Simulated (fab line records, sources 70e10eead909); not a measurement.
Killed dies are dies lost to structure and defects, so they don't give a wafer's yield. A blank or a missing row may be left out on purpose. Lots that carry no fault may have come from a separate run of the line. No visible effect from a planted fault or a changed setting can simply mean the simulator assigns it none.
Matching of chambers	flow nand_harc	NHARC_A_STAIRCASE_TRIM_229 on rie_diel-06: 4 sister chambers
The step chemistry O2, time 211.2 s. 8 wafers are shown with their chamber, then 11 later ones without.

== WAFERS, EACH WITH ITS CHAMBER ==
wafer	chamber	showerhead_plenum_p_Torr (Torr)	drypump_motor_current_A (A)
L078.1	2	3.71	5.5
L082.6	2	3.70	5.5
L083.2	3	3.68	4.8
L083.6	3	3.68	4.8
L087.1	0	3.59	5.6
L087.5	0	3.59	5.7
L087.6	1	3.44	5.6
L086.1	1	3.43	5.7

== WAFERS WHOSE CHAMBER IS MISSING ==
wafer	showerhead_plenum_p_Torr (Torr)	drypump_motor_current_A (A)
L086.2	3.59	5.7
L086.5	3.59	5.6
L088.1	3.59	5.7
L088.3	3.69	5.5
L088.6	3.69	5.5
L096.1	3.66	4.9
L096.4	3.68	5.5
L096.5	3.69	5.5
L097.3	3.42	5.7
L097.4	3.66	4.8
L097.6	3.58	5.6

== EACH ONE'S CHAMBER ==
wafer	from the rows above	in truth
L086.2	0	0
L086.5	0	0
L088.1	0	0
L088.3	2	2
L088.6	2	2
L096.1	3	3
L096.4	2	2
L096.5	2	2
L097.3	1	1
L097.4	3	3
L097.6	0	0
11 of 11 placed correctly. Not placeable from these rows: 0. Wrongly placed: 0.
How it was worked out, from the rows above alone: a wafer's distance from a chamber is the root of the sum, over the readings, of the square of ((its reading less the chamber's mean) divided by the reading's scatter). The wafer belongs to the nearest chamber; if the next one is less than 2 further off, it can't be placed. Each chamber's mean is taken over the wafers shown for it. The scatter is the square root of a quotient: the sum, over the shown wafers, of each reading's squared deviation from its chamber's mean, divided by wafers minus chambers.
